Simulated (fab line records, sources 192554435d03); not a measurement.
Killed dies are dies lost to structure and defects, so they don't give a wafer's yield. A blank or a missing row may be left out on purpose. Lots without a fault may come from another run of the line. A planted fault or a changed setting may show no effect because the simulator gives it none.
Chamber matching | flow n5_finfet | N5_BEOL_M2_ETCH_77 on rie_diel-03: 4 sister chambers
The step etches underlayer in N2/H2, target depth 6.5 nm, time 5.2 s. 14 wafers are shown with their chamber, then 7 later ones without.

WAFERS WITH THEIR CHAMBER
wafer  | chamber | showerhead_plenum_p_Torr (Torr) | drypump_motor_current_A (A) | throttle_valve_pct (%)
L202.1 | 3       | 2.62                            | 4.8                         | 18.19
L202.4 | 3       | 2.62                            | 4.8                         | 18.20
L202.6 | 0       | 2.49                            | 5.5                         | 17.78
L204.2 | 0       | 2.49                            | 5.5                         | 17.39
L204.3 | 1       | 2.70                            | 6.4                         | 17.89
L204.6 | 1       | 2.70                            | 6.5                         | 17.86
L208.2 | 1       | 2.70                            | 6.4                         | 17.88
L208.3 | 2       | 2.42                            | 5.3                         | 18.09
L208.5 | 0       | 2.49                            | 5.5                         | 17.39
L210.1 | 2       | 2.42                            | 5.3                         | 18.11
L210.4 | 3       | 2.62                            | 4.8                         | 18.22
L210.5 | 0       | 2.49                            | 5.5                         | 17.39
L214.1 | 0       | 2.48                            | 5.5                         | 17.44
L214.5 | 0       | 2.48                            | 5.5                         | 17.44

SIGNATURES (means of the wafers above)
reading                  | chamber 0 | chamber 1 | chamber 2 | chamber 3 | scatter within a chamber
showerhead_plenum_p_Torr | 2.4867    | 2.7000    | 2.4200    | 2.6200    | 0.00365
drypump_motor_current_A  | 5.500     | 6.433     | 5.300     | 4.800     | 0.0258
throttle_valve_pct       | 17.4717   | 17.8767   | 18.1000   | 18.2033   | 0.109
Rule: a wafer's distance from a chamber is the root of the sum, over the readings, of the square of ((its reading less the chamber's mean) divided by the reading's scatter). The wafer belongs to the nearest chamber; if the next one is less than 2 further off, it can't be placed. The scatter: the root of (the sum of the squares of (reading less its chamber's mean) over the shown wafers, divided by (wafers less chambers)).

WAFERS WITHOUT THEIR CHAMBER
wafer  | showerhead_plenum_p_Torr (Torr) | drypump_motor_current_A (A) | throttle_valve_pct (%)
L214.6 | 2.61                            | 4.8                         | 18.26
L216.2 | 2.61                            | 4.9                         | 18.26
L216.4 | 2.41                            | 5.2                         | 18.11
L216.5 | 2.41                            | 5.3                         | 18.14
L220.2 | 2.61                            | 4.8                         | 18.26
L220.4 | 2.48                            | 5.5                         | 17.45
L220.6 | 2.41                            | 5.3                         | 18.12

WHICH CHAMBER EACH WENT THROUGH
wafer  | from the rows above | in truth
L214.6 | 3                   | 3
L216.2 | 3                   | 3
L216.4 | 2                   | 2
L216.5 | 2                   | 2
L220.2 | 3                   | 3
L220.4 | 0                   | 0
L220.6 | 2                   | 2
Placed correctly: 7 of 7. Can't be placed from these rows: 0. Placed wrongly: 0.
